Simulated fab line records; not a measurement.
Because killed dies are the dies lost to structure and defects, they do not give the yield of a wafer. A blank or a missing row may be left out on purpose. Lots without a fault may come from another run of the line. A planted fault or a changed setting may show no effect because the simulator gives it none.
fab line records	flow n5-finfet	part 1 of 2: steps 1 to 21 of 34
record: lots: 5	wafers: 15	last-day: 16
route steps=1938 shown BEOL_M8@1333
lots untouched by any fault: they come from a run of this same line in which no faults occurred
start-h: the number of hours between the record's first day and the start of the first shown wafer of the lot	wait-h: how many hours have passed since the lot's step before this one	" repeats the value in the row above	L1.1+2: one row covering several wafers at once	- no value present, or no start provided	* or withheld: withheld	< > ~ a bound
route shown NAME@n: NAME is a module with steps in the file, n the number in the route of the first one	usual: mean and standard deviation over wafers with no fault	same: alike in all rows	chamber/n: place in a boat	sites: each site's reading	_std_site: standard deviation of those values	_edge_site: outer sites' mean less inner sites'	radius-mm: how far each site lies from the wafer's centre	mask NAME#n: copy n	behind: the most recent tool/chamber to have shaped the wafer	hold: cause of the lot's hold/its duration in hours/its outcome	device: transistor that didn't switch, given as n, p or np	end of line: tests run on the same wafers once the route is complete	a step with no rows: only its recipe	killed: the dies lost at the first sort to structure and to defects; this is not the yield of the wafer	map: a wafer's dies, x killed, . not, _ none there
set.NAME: the run value of the setting; set.NAME@STEP: its run value at that earlier step	model.NAME: the simulator's own value behind a step, which no gauge read
lots seen at some steps along the route; tables by step, rows by wafer
services: a tool's chamber out of use, with start hour (start-h, from the record's first day; less than 0 if before it), hours out, and reason
== steps ==
step: N5_BEOL_M8_CURE_74
recipe: temp-c: 385	time-s: 240	ambient: He/Ar	material: SiCOH_lowk
usual: lamp-power-pct: 52.31/0.049	wafer_temp_C_max: 386.4/0.66
lot.wafer	tool	chamber	start-h	wait-h	lamp-power-pct	wafer_temp_C_max
L081.3	uv-cure-02	0	270.01	0.2	52.25	386.9
L081.4	"	0	"	"	52.37	386.4
L081.6	"	0	"	"	52.37	386.2
L082.3	uv-cure-01	2	279.32	0.2	52.21	386.0
L082.4	"	2	"	"	52.22	386.3
L082.5	"	2	"	"	52.32	386.0
L083.4	uv-cure-01	1	281.53	0.4	52.39	388.3
L083.5	"	1	"	"	52.35	388.2
L083.6	"	1	"	"	52.31	387.8
L085.2	uv-cure-01	1	306.68	0.1	52.25	387.6
L085.4	"	1	"	"	52.27	388.1
L085.5	"	1	"	"	52.31	388.2
L089.2	uv-cure-02	1	313.91	0.1	52.31	386.3
L089.4	"	1	"	"	52.35	385.8
L089.5	"	1	"	"	52.36	386.7
step: N5_BEOL_M8_THK_MEAS_01
recipe: reads: SiCOH_lowk_of_BEOL_M8_ILD_DEP_00
usual: M8_ILD_THK: 155.7/1.9
lot.wafer	tool	chamber	start-h	wait-h	M8_ILD_THK[nm]
L081.3	film-metro-02	-	270.37	0.3	156.9
L081.4	"	-	"	"	157.4
L081.6	"	-	"	"	159.6
L082.3	film-metro-02	-	279.67	0.3	156.9
L082.4	"	-	"	"	155.8
L082.5	"	-	"	"	158.9
L083.4	film-metro-01	-	281.81	0.2	158.4
L083.5	"	-	"	"	157.1
L083.6	"	-	"	"	156.7
L085.2	film-metro-02	-	307.12	0.4	155.5
L085.4	"	-	"	"	155.9
L085.5	"	-	"	"	158.9
L089.2	film-metro-01	-	314.34	0.4	154.0
L089.4	"	-	"	"	155.5
L089.5	"	-	"	"	158.4
step: N5_BEOL_M8_PECVD_70
recipe: material: SiO2	target-thk-a: 200	temp-c: 400	precursor: TEOS/O2	pressure-torr: 5.5	rf-w: 450	teos-flow-sccm: 53.8	gas: O2	flow-sccm: 3000	time-s: 22.7
usual: heater-power-w: 698/67	showerhead-plenum-p-Torr: 8.79/0.069	throttle-valve-pct: 23.1/0.94
lot.wafer	tool	chamber	start-h	wait-h	heater-power-w	showerhead-plenum-p-Torr	throttle-valve-pct
L081.3	pecvd-04	1	270.40	0.0	735	8.84	23.2
L081.4	"	2	"	"	813	8.71	21.7
L081.6	"	0	"	"	581	8.88	24.1
L082.3	pecvd-03	2	279.71	0.0	637	8.79	22.2
L082.4	"	2	"	"	650	8.80	21.9
L082.5	"	0	"	"	744	8.78	23.2
L083.4	pecvd-04	2	281.86	0.1	654	8.71	21.6
L083.5	"	1	"	"	720	8.87	23.2
L083.6	"	0	"	"	670	8.85	24.0
L085.2	pecvd-01	0	307.15	0.0	719	8.76	24.1
L085.4	"	0	"	"	729	8.78	24.2
L085.5	"	1	"	"	744	8.88	22.7
L089.2	pecvd-01	1	314.38	0.0	859	8.86	22.9
L089.4	"	2	"	"	688	8.66	22.6
L089.5	"	1	"	"	696	8.88	22.8
step: N5_BEOL_M8_HM_DEP_02
recipe: material: TiN	target-thk-a: 200	temp-c: 25	chamber-pressure-pa: 0.49996
usual: throttle-valve-pct: 30.1/1
lot.wafer	tool	chamber	start-h	wait-h	throttle-valve-pct
L081.3	pvd-sputter-02	-	271.41	1.0	29.6
L081.4	"	-	"	"	29.9
L081.6	"	-	"	"	30.5
L082.3	pvd-sputter-03	-	280.49	0.8	28.3
L082.4	"	-	"	"	30.9
L082.5	"	-	"	"	30.2
L083.4	pvd-sputter-03	-	283.71	1.8	30.3
L083.5	"	-	"	"	29.8
L083.6	"	-	"	"	30.2
L085.2	pvd-sputter-01	-	308.48	1.3	29.6
L085.4	"	-	"	"	28.7
L085.5	"	-	"	"	29.4
L089.2	pvd-sputter-01	-	315.38	1.0	29.2
L089.4	"	-	"	"	32.2
L089.5	"	-	"	"	29.3
step: N5_BEOL_M8_COAT_59
recipe: resist: SOC	temp-c: 250	time-s: 60	spin-rpm: 1500	resist-thk-nm: 100
usual: dispense-pressure-kPa: 50/4.1
lot.wafer	tool	chamber	start-h	wait-h	dispense-pressure-kPa
L081.3	litho-track-04	0	271.54	0.1	54
L081.4	"	0	"	"	54
L081.6	"	0	"	"	54
L082.3	litho-track-04	0	280.61	0.1	54
L082.4	"	0	"	"	54
L082.5	"	0	"	"	54
L083.4	litho-track-04	0	283.84	0.1	54
L083.5	"	0	"	"	54
L083.6	"	0	"	"	54
L085.2	litho-track-02	0	308.61	0.1	51
L085.4	"	0	"	"	51
L085.5	"	0	"	"	51
L089.2	litho-track-01	0	315.51	0.1	45
L089.4	"	0	"	"	45
L089.5	"	0	"	"	45
step: N5_BEOL_M8_COAT_60
recipe: resist: SiARC	temp-c: 220	time-s: 60	spin-rpm: 1500	resist-thk-nm: 35
usual: dispense-pressure-kPa: 50/4.1
lot.wafer	tool	chamber	start-h	wait-h	dispense-pressure-kPa
L081.3	litho-track-04	0	-	-	54
L081.4	"	0	"	"	54
L081.6	"	0	"	"	54
L082.3	litho-track-04	0	-	-	54
L082.4	"	0	"	"	54
L082.5	"	0	"	"	54
L083.4	litho-track-04	0	-	-	54
L083.5	"	0	"	"	54
L083.6	"	0	"	"	54
L085.2	litho-track-02	0	-	-	51
L085.4	"	0	"	"	51
L085.5	"	0	"	"	51
L089.2	litho-track-01	0	-	-	45
L089.4	"	0	"	"	45
L089.5	"	0	"	"	45
step: N5_BEOL_M8_COAT_05
recipe: resist: CAR-ArF	spin-rpm: 1500	resist-thk-nm: 90
usual: dispense-pressure-kPa: 50/4.1
lot.wafer	tool	chamber	start-h	wait-h	dispense-pressure-kPa
L081.3	litho-track-04	0	-	-	54
L081.4	"	0	"	"	54
L081.6	"	0	"	"	54
L082.3	litho-track-04	0	-	-	54
L082.4	"	0	"	"	54
L082.5	"	0	"	"	54
L083.4	litho-track-04	0	-	-	54
L083.5	"	0	"	"	54
L083.6	"	0	"	"	54
L085.2	litho-track-02	0	-	-	51
L085.4	"	0	"	"	51
L085.5	"	0	"	"	51
L089.2	litho-track-01	0	-	-	45
L089.4	"	0	"	"	45
L089.5	"	0	"	"	45
step: N5_BEOL_M8_EBR_07
recipe: solvent: PGMEA	ebr-width-mm: 1.5
lot.wafer	tool	chamber	start-h	wait-h
L081.3+4+6	litho-track-04	0	-	-
L082.3+4+5	litho-track-04	0	-	-
L083.4+5+6	litho-track-04	0	-	-
L085.2+4+5	litho-track-02	0	-	-
L089.2+4+5	litho-track-01	0	-	-
step: N5_BEOL_M8_SOFTBAKE_06
recipe: temp-c: 110	time-s: 60	resist: CAR-ArF
lot.wafer	tool	chamber	start-h	wait-h
L081.3+4+6	litho-track-04	0	-	-
L082.3+4+5	litho-track-04	0	-	-
L083.4+5+6	litho-track-04	0	-	-
L085.2+4+5	litho-track-02	0	-	-
L089.2+4+5	litho-track-01	0	-	-
step: N5_BEOL_M8_EXPOSE_08
recipe: mask-id: M8	na: 1.35	source-shape: dipole	sigma-inner: 0.817	sigma-outer: 0.97	polarization: te	dose-mj: 68.25
usual: reticle-temp-C: 22.98/0.13
same: na: 1.35
lot.wafer	tool	chamber	start-h	wait-h	mask	reticle-temp-C
L081.3	arfi-scanner-02	0	271.88	-	M8#0	23.00
L081.4	"	0	"	"	M8#0	23.09
L081.6	"	0	"	"	M8#0	23.00
L082.3	arfi-scanner-02	0	280.74	-	M8#0	23.08
L082.4	"	0	"	"	M8#0	23.06
L082.5	"	0	"	"	M8#0	23.13
L083.4	arfi-scanner-03	0	284.10	-	M8#0	22.85
L083.5	"	0	"	"	M8#0	23.03
L083.6	"	0	"	"	M8#0	22.86
L085.2	arfi-scanner-03	0	308.73	-	M8#0	22.62
L085.4	"	0	"	"	M8#0	22.85
L085.5	"	0	"	"	M8#0	22.74
L089.2	arfi-scanner-02	0	315.76	-	M8#0	23.01
L089.4	"	0	"	"	M8#0	23.10
L089.5	"	0	"	"	M8#0	23.11
step: N5_BEOL_M8_PEB_09
recipe: peb-temp-c: withheld	peb-time-s: 60	resist: CAR-ArF
lot.wafer	tool	chamber	start-h	wait-h
L081.3+4+6	litho-track-01	0	271.93	0.0
L082.3+4+5	litho-track-02	0	280.79	0.0
L083.4+5+6	litho-track-04	0	284.15	0.0
L085.2+4+5	litho-track-01	0	308.79	0.0
L089.2+4+5	litho-track-02	0	315.82	0.0
step: N5_BEOL_M8_DEVELOP_10
recipe: develop-time-s: 30	developer: TMAH	resist: CAR-ArF	rinse-liquid: diw	dry: air-spin	dev-temp-c: 23
lot.wafer	tool	chamber	start-h	wait-h
L081.3+4+6	litho-track-01	0	-	-
L082.3+4+5	litho-track-02	0	-	-
L083.4+5+6	litho-track-04	0	-	-
L085.2+4+5	litho-track-01	0	-	-
L089.2+4+5	litho-track-02	0	-	-
step: N5_BEOL_M8_CD_MEAS_11
recipe: target-cd-nm: 38.5	landing-energy-ev: 500	detector: se-inlens	polarity: opening
usual: cd-nm: 38.5/0.52
lot.wafer	tool	chamber	start-h	wait-h	cd-nm
L081.3	cd-sem-03	0	272.00	-	38.5
L081.4	"	0	"	"	37.5
L081.6	"	0	"	"	38.4
L082.3	cd-sem-01	0	280.86	-	38.2
L082.4	"	0	"	"	38.7
L082.5	"	0	"	"	38.8
L083.4	cd-sem-02	0	284.22	-	39.1
L083.5	"	0	"	"	39.2
L083.6	"	0	"	"	38.6
L085.2	cd-sem-02	0	308.86	-	37.4
L085.4	"	0	"	"	37.4
L085.5	"	0	"	"	37.2
L089.2	cd-sem-02	0	315.88	-	37.7
L089.4	"	0	"	"	37.9
L089.5	"	0	"	"	37.2
step: N5_BEOL_M8_OVL_MEAS_12
recipe: points-per-wafer: 44
usual: M8_OVL: -0.2/0.71
lot.wafer	tool	chamber	start-h	wait-h	M8_OVL[nm]
L081.3	overlay-02	0	272.03	0.0	-0.1
L081.4	"	0	"	"	-0.2
L081.6	"	0	"	"	-0.8
L082.3	overlay-01	0	280.89	0.0	-0.4
L082.4	"	0	"	"	-0.9
L082.5	"	0	"	"	-0.3
L083.4	overlay-02	0	284.24	0.0	1.0
L083.5	"	0	"	"	-0.4
L083.6	"	0	"	"	-0.3
L085.2	overlay-02	0	308.89	0.0	-0.5
L085.4	"	0	"	"	-0.3
L085.5	"	0	"	"	-0.4
L089.2	overlay-01	0	315.91	0.0	-0.9
L089.4	"	0	"	"	-1.9
L089.5	"	0	"	"	-1.4
step: N5_BEOL_M8_INSPECT_13
recipe: mode: adi	inspect-instrument: brightfield
usual: raw-defect-count: 440/96
lot.wafer	tool	chamber	start-h	wait-h	raw-defect-count
L081.3	defect-inspect-01	-	272.05	0.0	439
L081.4	"	-	"	"	509
L081.6	"	-	"	"	486
L082.3	defect-inspect-02	-	280.91	0.0	467
L082.4	"	-	"	"	443
L082.5	"	-	"	"	662
L083.4	defect-inspect-02	-	284.27	0.0	464
L083.5	"	-	"	"	409
L083.6	"	-	"	"	474
L085.2	defect-inspect-02	-	308.91	0.0	436
L085.4	"	-	"	"	464
L085.5	"	-	"	"	490
L089.2	defect-inspect-02	-	315.94	0.0	365
L089.4	"	-	"	"	391
L089.5	"	-	"	"	346
step: N5_BEOL_M8_DESCUM_16
recipe: chemistry: O2	time-s: 7.9	source-power-w: 50	bias-power-w: 20	pressure-mtorr: 20	rf-frequency-hz: 2.712e+07	temp-c: 40	resist: CAR-ArF	o2-flow-sccm: 225
usual: drypump-motor-current-A: 5.7/0.37	oes-product-au: 0.78/0.085	rf-vpp-V: 243.3/1	showerhead-plenum-p-Torr: 2.10/0.039	throttle-valve-pct: 20.45/0.23
lot.wafer	tool	chamber	start-h	wait-h	drypump-motor-current-A	oes-product-au	rf-hours-counter-h	rf-vpp-V	showerhead-plenum-p-Torr	throttle-valve-pct
L081.3	rie-diel-02	2	272.32	0.3	5.8	0.81	78	244.3	2.12	20.42
L081.4	"	0	"	"	5.2	0.96	-	243.8	2.15	20.41
L081.6	"	3	"	"	6.4	0.87	-	244.6	2.21	20.32
L082.3	rie-diel-06	0	280.95	0.0	5.8	0.85	67	243.2	2.11	20.46
L082.4	"	1	"	"	5.7	0.81	70	244.3	2.10	20.03
L082.5	"	0	"	"	5.8	0.84	-	243.3	2.11	20.42
L083.4	rie-diel-05	0	284.32	0.0	6.2	0.68	-	242.7	2.09	20.87
L083.5	"	1	"	"	5.4	0.71	-	242.9	2.06	20.68
L083.6	"	3	"	"	5.3	0.82	-	243.0	2.11	20.26
L085.2	rie-diel-06	2	308.94	0.0	6.3	0.68	246	242.4	2.05	20.51
L085.4	"	3	"	"	5.8	0.69	220	243.1	2.08	20.66
L085.5	"	3	"	"	5.8	0.70	-	243.2	2.08	20.66
L089.2	rie-diel-02	2	315.99	0.1	5.8	0.79	96	244.0	2.11	20.45
L089.4	"	3	"	"	6.4	0.84	71	244.2	2.20	20.33
L089.5	"	3	"	"	6.4	0.85	-	245.4	2.20	20.36
step: N5_BEOL_M8_ETCH_61
recipe: chemistry: CF4	target: SiARC	target-depth-a: 455	mask-material: CAR-ArF	time-s: 75.8	ion-energy-ev: 80	pressure-mtorr: 40	source-w: 545	bias-w: 36	Ar_flow_sccm: 100	cf4-flow-sccm: 100	ends: cleared
usual: cf4-flow-sccm: 100.0/0.31	drypump-motor-current-A: 5.7/0.37	etch-rf-on-time-s: 75.9/1.4	oes-product-au: 0.67/0.071	rf-vpp-V: 184.1/0.88	showerhead-plenum-p-Torr: 2.15/0.041	throttle-valve-pct: 15.63/0.18
lot.wafer	tool	chamber	start-h	wait-h	cf4-flow-sccm	drypump-motor-current-A	etch-rf-on-time-s	oes-product-au	rf-hours-counter-h	rf-vpp-V	showerhead-plenum-p-Torr	throttle-valve-pct
L081.3	rie-diel-02	2	272.35	0.0	100.2	5.8	76.6	0.68	78	182.9	2.16	15.58
L081.4	"	0	"	"	99.9	5.2	73.7	0.82	-	184.6	2.19	15.51
L081.6	"	3	"	"	99.9	6.4	75.1	0.73	-	185.8	2.25	15.52
L082.3	rie-diel-06	0	280.98	0.0	99.8	5.8	75.9	0.72	67	183.8	2.17	15.55
L082.4	"	1	"	"	100.5	5.7	75.4	0.69	70	183.2	2.18	15.46
L082.5	"	0	"	"	100.0	5.8	75.4	0.72	-	185.7	2.17	15.55
L083.4	rie-diel-05	0	284.36	0.0	99.9	6.2	78.5	0.58	-	182.5	2.11	15.85
L083.5	"	1	"	"	99.8	5.4	75.6	0.60	-	183.7	2.11	15.90
L083.6	"	3	"	"	100.3	5.3	73.4	0.72	-	184.3	2.16	15.38
L085.2	rie-diel-06	2	308.98	0.0	100.3	6.3	77.4	0.57	246	184.0	2.11	15.87
L085.4	"	3	"	"	99.9	5.8	76.2	0.60	220	185.9	2.11	15.75
L085.5	"	3	"	"	99.7	5.8	76.3	0.59	-	184.3	2.11	15.75
L089.2	rie-diel-02	2	316.03	0.0	100.0	5.8	77.3	0.67	96	183.7	2.16	15.59
L089.4	"	3	"	"	100.2	6.4	75.9	0.71	71	185.1	2.25	15.55
L089.5	"	3	"	"	99.9	6.3	75.2	0.72	-	185.0	2.25	15.57
step: N5_BEOL_M8_ETCH_62
recipe: chemistry: N2/H2	target: SOC	target-depth-a: 1100	overetch-a: 220	mask-material: SiARC	temp-c: 40	time-s: 165	ion-energy-ev: 200	pressure-mtorr: 30	source-w: 840	bias-w: 150	n2-flow-sccm: 200	h2-flow-sccm: 200
usual: drypump-motor-current-A: 5.8/0.37	oes-product-au: 0.66/0.066	rf-vpp-V: 524.2/1.7	showerhead-plenum-p-Torr: 2.55/0.051	throttle-valve-pct: 17.83/0.17
lot.wafer	tool	chamber	start-h	wait-h	drypump-motor-current-A	oes-product-au	rf-hours-counter-h	rf-vpp-V	showerhead-plenum-p-Torr	throttle-valve-pct
L081.3	rie-diel-02	2	272.41	0.0	5.8	0.69	78	526.0	2.56	17.80
L081.4	"	0	"	"	5.2	0.80	-	525.1	2.59	17.66
L081.6	"	3	"	"	6.4	0.73	-	527.6	2.67	17.49
L082.3	rie-diel-06	0	281.04	0.0	5.8	0.72	67	524.2	2.56	17.85
L082.4	"	1	"	"	5.7	0.69	70	526.3	2.60	17.75
L082.5	"	0	"	"	5.8	0.71	-	523.1	2.56	17.86
L083.4	rie-diel-05	0	284.46	0.1	6.2	0.59	-	523.3	2.51	18.05
L083.5	"	1	"	"	5.4	0.60	-	523.4	2.52	18.08
L083.6	"	3	"	"	5.4	0.70	-	525.1	2.59	17.86
L085.2	rie-diel-06	2	309.03	0.0	6.3	0.57	246	524.2	2.49	17.93
L085.4	"	3	"	"	5.8	0.60	220	524.0	2.49	17.86
L085.5	"	3	"	"	5.8	0.59	-	523.4	2.49	17.83
L089.2	rie-diel-02	2	316.08	0.0	5.8	0.67	96	525.1	2.56	17.85
L089.4	"	3	"	"	6.4	0.71	71	528.1	2.66	17.52
L089.5	"	3	"	"	6.4	0.70	-	527.3	2.66	17.52
step: N5_BEOL_M8_STRIP_68
recipe: chemistry: N2/H2	temp-c: 40	n2-flow-sccm: 200	h2-flow-sccm: 200	rf-frequency-hz: 6e+07
lot.wafer	tool	chamber	start-h	wait-h
L081.3+4+6	rie-diel-02	2,0,3	272.55	0.1
L082.3+4+5	rie-diel-06	0,1,0	281.17	0.1
L083.4+5+6	rie-diel-05	0,1,3	284.53	0.0
L085.2+4+5	rie-diel-06	2,3,3	309.17	0.1
L089.2+4+5	rie-diel-02	2,3,3	316.22	0.1
step: N5_BEOL_M8_STRIP_67
recipe: chemistry: CF4	resist: SiARC	power-w: 300	bias-power-w: 75	pressure-mtorr: 50	cf4-flow-sccm: 150	rf-frequency-hz: 6e+07
usual: cf4-flow-sccm: 150.0/0.42	drypump-motor-current-A: 5.7/0.37	oes-product-au: 0.78/0.077	rf-vpp-V: 271.3/1.1	showerhead-plenum-p-Torr: 1.80/0.038	throttle-valve-pct: 13.62/0.2
lot.wafer	tool	chamber	start-h	wait-h	cf4-flow-sccm	drypump-motor-current-A	oes-product-au	rf-hours-counter-h	rf-vpp-V	showerhead-plenum-p-Torr	throttle-valve-pct
L081.3	rie-diel-02	2	272.56	0.0	149.8	5.8	0.82	79	271.1	1.82	13.57
L081.4	"	0	"	"	150.8	5.2	0.95	-	271.9	1.85	13.48
L081.6	"	3	"	"	150.1	6.4	0.86	-	273.3	1.90	13.53
L082.3	rie-diel-06	0	281.18	0.0	149.9	5.8	0.85	67	272.4	1.82	13.56
L082.4	"	1	"	"	150.1	5.7	0.81	70	270.7	1.83	13.43
L082.5	"	0	"	"	149.6	5.8	0.84	-	272.6	1.82	13.55
L083.4	rie-diel-05	0	284.55	0.0	150.4	6.2	0.69	-	271.8	1.77	13.84
L083.5	"	1	"	"	149.5	5.4	0.72	-	271.8	1.78	13.93
L083.6	"	3	"	"	149.7	5.3	0.82	-	273.3	1.81	13.37
L085.2	rie-diel-06	2	309.18	0.0	149.5	6.3	0.68	246	271.2	1.78	13.90
L085.4	"	3	"	"	150.6	5.9	0.71	220	269.5	1.76	13.76
L085.5	"	3	"	"	150.3	5.8	0.70	-	270.0	1.76	13.75
L089.2	rie-diel-02	2	316.23	0.0	149.4	5.8	0.80	96	271.4	1.81	13.60
L089.4	"	3	"	"	149.7	6.3	0.83	71	274.6	1.89	13.59
L089.5	"	3	"	"	149.7	6.3	0.84	-	273.2	1.89	13.58
step: N5_BEOL_M8_HM_OPEN_17
recipe: chemistry: Cl2/BCl3	target-depth-a: 200	overetch-a: 60	target: TiN	mask-material: SOC	ion-energy-ev: 150	pressure-mtorr: 10	icp-w: 1000	bias-w: 126	Cl2_flow_sccm: 53.25	bcl3-flow-sccm: 21.75	Ar_flow_sccm: 25
usual: drypump-motor-current-A: 5.8/0.35	oes-product-au: 0.66/0.1	throttle-valve-pct: 22.22/0.12
lot.wafer	tool	chamber	start-h	wait-h	drypump-motor-current-A	oes-product-au	rf-hours-counter-h	throttle-valve-pct
L081.3	rie-metal-03	1	272.63	0.1	6.0	0.64	-	22.12
L081.4	"	0	"	"	6.4	0.59	-	22.25
L081.6	"	1	"	"	6.0	0.63	-	22.10
L082.3	rie-metal-01	1	281.26	0.1	5.7	0.55	-	22.14
L082.4	"	0	"	"	5.5	0.80	-	22.22
L082.5	"	0	"	"	5.6	0.80	-	22.23
L083.4	rie-metal-01	0	284.61	0.1	5.6	0.79	-	22.24
L083.5	"	0	"	"	5.6	0.79	-	22.22
L083.6	"	1	"	"	5.7	0.55	-	22.15
L085.2	rie-metal-03	1	309.22	0.0	6.0	0.62	51	22.11
L085.4	"	1	"	"	6.0	0.63	-	22.13
L085.5	"	1	"	"	6.0	0.62	-	22.12
L089.2	rie-metal-03	0	316.27	0.0	6.4	0.57	77	22.26
L089.4	"	1	"	"	6.0	0.62	-	22.14
L089.5	"	1	"	"	6.0	0.62	-	22.11
